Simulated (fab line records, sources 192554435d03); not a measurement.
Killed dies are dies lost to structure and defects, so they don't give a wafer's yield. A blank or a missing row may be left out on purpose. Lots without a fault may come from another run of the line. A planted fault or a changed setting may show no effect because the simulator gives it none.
One fault seen from 3 desks | flow n5_finfet | each desk has only its own numbers; what lay behind them comes last

THE DEFECT DESK
What the inspections along the route counted, lot by lot: means of the sampled wafers that have a number. A lot is out of limits, marked OUT, if its mean lies more than 4 standard deviations from the usual mean; the brackets give that distance.
Columns: A = raw_defect_count at N5_BEOL_M10_INSPECT_30, usual 392
lot  | first seen here | A
L955 | day 12 21:19    | 532
L956 | day 13 07:49    | 311
L962 | day 14 11:32    | 341
L961 | day 14 11:42    | 382
L968 | day 15 19:53    | 334
L969 | day 16 06:21    | 437
This desk's finding: nothing out of limits on any of the 6 lots.

THE TOOL OWNER'S DESK: rie_diel-06
The tool's own readings at N5_BEOL_M10_ETCH_41 (etches SiCN in CH3F/O2, target depth 42.6 nm, time 86 s): means of the sampled wafers that have a number, for each lot that ran on this tool. A lot is out of limits, marked OUT, if its mean lies more than 4 standard deviations from the usual mean; the brackets give that distance. Of its 9 readings 7 are shown: the one that was out of limits first, and those that lie furthest out on some lot.
Columns: A = CH3F_flow_sccm at N5_BEOL_M10_ETCH_41, usual 30.02 sccm; B = chamber_pressure_mTorr at N5_BEOL_M10_ETCH_41, usual 30.000 mTorr; C = drypump_motor_current_A at N5_BEOL_M10_ETCH_41, usual 5.7 A; D = rf_fwd_power_W at N5_BEOL_M10_ETCH_41, usual 391.9 W; E = rf_vpp_V at N5_BEOL_M10_ETCH_41, usual 297.7 V; F = showerhead_plenum_p_Torr at N5_BEOL_M10_ETCH_41, usual 2.02 Torr; G = throttle_valve_pct at N5_BEOL_M10_ETCH_41, usual 16.29 %
lot  | first seen here | A     | B      | C   | D               | E               | F    | G
L955 | day 12 21:42    | 29.97 | 29.991 | 5.6 | 393.0           | 297.6           | 2.04 | 16.46
L956 | day 13 08:16    | 29.97 | 29.996 | 5.3 | 487.8 (+64) OUT | 276.3 (-13) OUT | 1.96 | 16.56
L961 | day 14 12:20    | 30.04 | 29.985 | 5.4 | 487.7 (+64) OUT | 276.9 (-13) OUT | 1.97 | 16.66
This desk's finding: out of limits on L956, L961; first on L956, day 13 08:16 (rf_fwd_power_W at N5_BEOL_M10_ETCH_41). In limits: L955.

THE METROLOGY DESK
What the gauges read, lot by lot, whatever tool the lot ran on: means of the sampled wafers that have a number. A lot is out of limits, marked OUT, if its mean lies more than 4 standard deviations from the usual mean; the brackets give that distance.
Columns: A = cd_nm at N5_BEOL_M10_CD_MEAS_28, usual 70.0 nm; B = V9_OVL at N5_BEOL_M10_OVL_MEAS_29, usual -0.2 nm
lot  | first seen here | A    | B
L955 | day 12 21:16    | 70.1 | -0.1
L956 | day 13 07:46    | 71.7 | -0.5
L962 | day 14 11:29    | 70.0 | -0.2
L961 | day 14 11:39    | 70.5 | -0.3
L968 | day 15 19:50    | 69.0 | 0.1
L969 | day 16 06:18    | 69.8 | -0.1
This desk's finding: nothing out of limits on any of the 6 lots.

PUT TOGETHER
The tool owner's desk could have raised an alarm at day 13 08:16, on L956, L961.
The defect desk saw nothing out of limits.
The metrology desk saw nothing out of limits.
The defect desk has L956, L961 on record, within its limits.
The metrology desk has L956, L961 on record, within its limits.
Of the lots named, all ran N5_BEOL_M10_ETCH_41 on rie_diel-06.

WHAT THE SIMULATOR HAD PUT IN
Process parameter drift: rie_diel-06, from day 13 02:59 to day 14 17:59, at N5_BEOL_M10_ETCH_41. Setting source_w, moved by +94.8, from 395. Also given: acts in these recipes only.
Lots struck among those shown: L956, L961.
Hours from the fault's start to each desk's first reading out of limits: the tool owner's desk, 5.
